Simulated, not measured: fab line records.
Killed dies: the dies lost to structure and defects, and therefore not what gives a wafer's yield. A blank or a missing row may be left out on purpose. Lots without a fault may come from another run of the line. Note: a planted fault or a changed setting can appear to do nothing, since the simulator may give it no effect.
Struck lot and sound lot, side by side | flow nandHarc | 33 steps out of a route of 1302
Sound: the wafers L430.3, L430.4, L430.6. Wafers L429.2, L429.4, L429.6 were the ones struck. The cause is named last.
At each step with rows: each side's tool, then ch and its chambers, then its first start. Under that, the readings that differ: sound wafers | struck wafers | difference of the means | sigmas: that difference in standard deviations of wafers without a fault.
alike: a reading whose means differ by less than 2 such deviations, as well as words and numbers matching on both sides. not compared: withheld readings; readings where some wafer has no value; bounds like >300 that might hide an equal value; numbers whose values overlap and for which the record gives no deviation.
The two part at a step that has a row with sigmas, a row that says differs or no value, or rows on one side only. Numbers that have no deviation but don't overlap get no sigmas and don't part them. A reading that every wafer of one side lacks parts them only if that side has two wafers or more.

first, 3 steps without rows for these wafers: NHARC_A_CHANNEL_HOLE_D1_EXPOSE_07 (exposes mask HOLE D1, target cd 100 nm); NHARC_A_CHANNEL_HOLE_D1_PEB_08 (peb time 65 s); NHARC_A_CHANNEL_HOLE_D1_DEVELOP_09 (develop time 35 s).
NHARC_A_CHANNEL_HOLE_D1_CD_MEAS_10 targets a cd of 100 nm.
  sound on cdSem-01 ch 0, day 15 10:32; struck on cdSem-03 ch 0, day 15 10:23
  alike: cdNm
NHARC_A_CHANNEL_HOLE_D1_OVL_MEAS_11:
  sound on overlay-02, day 15 10:37; struck on overlay-01, day 15 10:28
  alike: overlayXNm, overlayYNm
NHARC_A_CHANNEL_HOLE_D1_INSPECT_12:
  sound on defectInspect-02, day 15 10:40; struck on defectInspect-01, day 15 10:30
  alike: rawDefectCount
then, 1 step without rows for these wafers: NHARC_A_CHANNEL_HOLE_D1_DESCUM_15 (chemistry O2, time 3 s).
NHARC_A_CHANNEL_HOLE_D1_ETCH_38: etches the open film in CF4, target depth 39 nm, time 65 s.
  sound on rieDiel-12 ch 0,1,2, day 15 10:55; struck on rieDiel-12 ch 0,2,3, day 15 10:39
  alike: biasW, drypumpMotorCurrentA, oesProductAu, rfVppV, showerheadPlenumPTorr, throttleValvePct
  not compared: rfHoursCounterH
then, 2 steps without rows for these wafers: NHARC_A_CHANNEL_HOLE_D1_ETCH_39 (etches the open film in N2/H2, target depth 260 nm, time 325 s); NHARC_A_CHANNEL_HOLE_D1_ETCH_34 (etches the open film in CF4/CHF3, target depth 154 nm, time 77 s).
NHARC_A_CHANNEL_HOLE_D1_ETCH_16: etches the open film in O2/COS, target depth 3100 nm, time 806 s.
  sound: rieDiel-12 ch 0,3; struck: rieDiel-12 ch 0,1,2
  alike: biasW, drypumpMotorCurrentA, oesProductAu, rfVppV, showerheadPlenumPTorr, throttleValvePct
  not compared: rfHoursCounterH
NHARC_A_CHANNEL_HOLE_D1_CD_MEAS_18:
  sound on cdSem-01, day 15 12:16; struck on cdSem-03, day 15 11:50
reading   | sound            | struck         | difference | sigmas
cdNm (nm) | 100.1 99.4 101.7 | 97.7 96.7 97.1 | -3.2       | -2
NHARC_A_CHANNEL_HOLE_D1_ETCH_19: etches the open film in C4F8/O2/Ar, time 34.5 s.
  sound on harEtch-01 ch 0,1, day 15 12:32; struck on harEtch-02 ch 0, day 15 11:54
reading                      | sound          | struck         | difference | sigmas
drypumpMotorCurrentA (A)     | 5.4 4.9 4.9    | 6.7 6.7 6.7    | +1.6       | +2
showerheadPlenumPTorr (Torr) | 3.88 3.72 3.72 | 3.46 3.46 3.46 | -0.31      | -2
  alike: throttleValvePct
  not compared: rfHoursCounterH
then, 3 steps without rows for these wafers: NHARC_A_CHANNEL_HOLE_D1_ETCH_20 (etches the open film in C4F8/O2/Ar, time 361.9 s, target depth 1600 nm); NHARC_A_CHANNEL_HOLE_D1_ETCH_21 (etches the open film in C4F8/O2/Ar, time 514.3 s, target depth 1600 nm); NHARC_A_CHANNEL_HOLE_D1_ETCH_22 (etches the open film in C4F8/O2/Ar, time 666.7 s, target depth 1600 nm).
NHARC_A_CHANNEL_HOLE_D1_ETCH_23: etches the open film in C4F8/O2/Ar, time 819 s, target depth 1600 nm.
  sound on harEtch-01 ch 0,1, day 15 14:10; struck on harEtch-02 ch 0, day 15 13:20
reading                      | sound          | struck         | difference | sigmas
drypumpMotorCurrentA (A)     | 5.4 4.9 4.9    | 6.7 6.7 6.7    | +1.6       | +2
showerheadPlenumPTorr (Torr) | 3.83 3.68 3.68 | 3.43 3.43 3.43 | -0.30      | -2
  alike: throttleValvePct
  not compared: rfHoursCounterH
then, 7 steps without rows for these wafers: NHARC_A_CHANNEL_HOLE_D1_ETCH_24 (etches the open film in C4F8/O2/Ar, time 906.2 s, target depth 1500 nm); NHARC_A_CHANNEL_HOLE_D1_ETCH_25 (etches the open film in C4F8/O2/Ar, time 1040.2 s, target depth 1500 nm); NHARC_A_CHANNEL_HOLE_D1_ETCH_26 (etches the open film in C4F8/O2/Ar, time 224.1 s, target depth 300 nm); NHARC_A_CHANNEL_HOLE_D1_ETCH_33 (etches the open film in C4F8/O2/Ar, time 90 s, target depth 400 nm); NHARC_A_CHANNEL_HOLE_D1_STRIP_41 (strips in N2/H2); NHARC_A_CHANNEL_HOLE_D1_STRIP_42 (strips in CF4/CHF3); NHARC_A_CHANNEL_HOLE_D1_STRIP_43 (strips in O2/COS).
NHARC_A_CHANNEL_HOLE_D1_ETCH_44: etches the open film in CF4/O2, target depth 140 nm, overetch 14 nm, time 77 s.
  sound on rieDiel-05 ch 0,1, day 15 17:13; struck on rieDiel-12 ch 1,3, day 15 16:38
  alike: biasW, drypumpMotorCurrentA, oesProductAu, rfVppV, showerheadPlenumPTorr, throttleValvePct
  not compared: rfHoursCounterH
then, 3 steps without rows for these wafers: NHARC_A_CHANNEL_HOLE_D1_STRIP_27 (strips in O2); NHARC_A_CHANNEL_HOLE_D1_PRECLEAN_28 (cleans in SC1); NHARC_A_CHANNEL_HOLE_D1_SRD_29.
NHARC_A_CHANNEL_HOLE_D1_CD_MEAS_30:
  sound on cdSem-01, day 15 18:01; struck on cdSem-03, day 15 17:26
  alike: cdNm
NHARC_A_CHANNEL_HOLE_D1_XSEM_31:
  sound on xsem-01 ch 0, day 15 18:07; struck on xsem-02 ch 0, day 15 17:32
reading           | sound          | struck         | difference | sigmas
tiltDeg (degrees) | 0.21 0.21 0.21 | 0.06 0.06 0.06 | -0.15      | -3
  alike: botCdNm, bowNm
NHARC_A_CHANNEL_HOLE_D1_INSPECT_40:
  sound on defectInspect-02, day 15 18:13; struck on defectInspect-01, day 15 17:37
reading        | sound    | struck         | difference | sigmas
rawDefectCount | 71 58 46 | 1125 1174 1209 | +1111      | +43
then, 1 step without rows for these wafers: NHARC_A_CHANNEL_FILL_D1_PRECLEAN_00 (cleans in SC1).
-- record jumps: 16 days between struck wafers' starts before vs after; left off in module A_CHANNEL_FILL_D1, resumes in module END, first step shown is number 1302 of the route --
NHARC_END_SORT_01:
  at this point the record logs the struck wafers (prober-01 ch 0, day 31 22:00) and has no rows for the sound ones

== WHERE THEY PART ==
First at NHARC_A_CHANNEL_HOLE_D1_CD_MEAS_18; last, within this record, at NHARC_END_SORT_01.

WHY: whatever the simulator had introduced
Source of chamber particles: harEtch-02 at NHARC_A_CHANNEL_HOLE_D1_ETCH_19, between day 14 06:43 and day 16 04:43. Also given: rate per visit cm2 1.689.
